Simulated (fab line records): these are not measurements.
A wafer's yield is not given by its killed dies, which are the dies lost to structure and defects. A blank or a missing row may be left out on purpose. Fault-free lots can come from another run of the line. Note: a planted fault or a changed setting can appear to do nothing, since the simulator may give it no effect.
Matching of chambers -- flow nand harc -- 4 sister chambers for NHARC_A_CHANNEL_FILL_D2_ALD_25 on ald hk-01
The step deposits SiOx, target thk 60 nm, pulse time 10 s, ald cycles 600. 4 wafers are shown with their chamber, then 9 later ones without.

WAFERS PAIRED WITH THEIR CHAMBERS
wafer,chamber,heater power w (W)
L085.2,3,458
L085.3,0,460
L087.4,2,452
L087.5,1,446

WAFERS WITHOUT THEIR CHAMBER
wafer,heater power w (W)
L094.1,452
L094.4,453
L094.5,449
L093.3,471
L093.5,465
L093.6,452
L096.1,452
L096.5,455
L096.6,449

WHICH CHAMBER EACH ONE RAN IN
wafer,from the rows above,in truth
L094.1,can't be placed: 2 or 1 or 3 or 0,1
L094.4,can't be placed: 2 or 3 or 0 or 1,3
L094.5,can't be placed: 1 or 2 or 3 or 0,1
L093.3,can't be placed: 0 or 3 or 2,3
L093.5,can't be placed: 0 or 3 or 2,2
L093.6,can't be placed: 2 or 1 or 3 or 0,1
L096.1,can't be placed: 2 or 1 or 3 or 0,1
L096.5,can't be placed: 2 or 3 or 0 or 1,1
L096.6,can't be placed: 1 or 2 or 3 or 0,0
0 of 9 placed correctly. Cannot be placed on the basis of these rows: 9; the candidates contain the true chamber in 9. Number placed wrongly: 0.
How it was worked out, from the rows above alone: a wafer's distance from a chamber is the root of the sum, over the readings, of the square of ((its reading less the chamber's mean) divided by the reading's scatter). If the next closest chamber is less than 2 further off than the closest, the wafer can't be placed; otherwise it belongs to the closest. For every chamber, the mean is computed from those of its wafers that are shown. The scatter: with one shown wafer a chamber, the root of the mean of the squares of how far each hidden wafer lies from its nearest shown one.
